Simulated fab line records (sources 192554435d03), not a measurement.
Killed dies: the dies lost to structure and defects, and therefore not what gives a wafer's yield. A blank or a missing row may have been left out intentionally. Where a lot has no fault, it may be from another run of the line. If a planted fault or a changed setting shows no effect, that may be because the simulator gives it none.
Which tool is to blame?    flow n5 finfet    at 1 step of a route of 1938, 11 lots with 30 wafers sampled

WHAT THE GAUGES SHOWED, per wafer
N5_BEOL_M15_INSPECT_30: inspects for defects (macro). Usual: raw defect count 2.0, standard deviation 1.4.
lot   measured      on                 raw defect count  flag
L357  day 14 04:47  defect inspect-01  2 1               
L358  day 14 06:10  defect inspect-01  2 3 1             
L363  day 14 20:57  defect inspect-02  0 4 1             
L362  day 15 23:12  defect inspect-01  3 4 4             
L369  day 16 12:16  defect inspect-01  5 1 1             
L370  day 16 21:01  defect inspect-01  4 1               
L374  day 18 02:13  defect inspect-02  2 2               
L373  day 18 10:35  defect inspect-02  3 2 0             
L375  day 18 22:02  defect inspect-02  2 0 2             
L371  day 19 18:51  defect inspect-02  2 3 1             
L376  day 20 12:40  defect inspect-01  1 1 3             

EACH LOT AND THE TOOL THAT RAN IT (in order: tool; ch and the chambers of the sampled wafers; start)
No process step before these readings appears in the record.

WHAT THE TOOLS THEMSELVES READ (means of the sampled wafers that have a number; where no wafer has one, the mark that the record gives instead)
The record holds no such reading with a usual standard deviation.

THE ANSWER, worked out from the rows above alone
Rule: a lot is off if the mean of its wafers that have a number lies more than 3 standard deviations from the usual mean. Also off: a lot with no number at a reading for which 4 or more lots have one. Any other lot the step has rows for is counted as sound. Order of review: gauges by route order, followed by the tools' own readings, for which a lot's mean as printed above is used. The first step at which some lot is off is used, and at that step the reading that is off furthest; a lot without a number counts as furthest.
Nothing can be told from this: no lot is off at any reading shown.

WHAT WAS PUT IN BY THE SIMULATOR
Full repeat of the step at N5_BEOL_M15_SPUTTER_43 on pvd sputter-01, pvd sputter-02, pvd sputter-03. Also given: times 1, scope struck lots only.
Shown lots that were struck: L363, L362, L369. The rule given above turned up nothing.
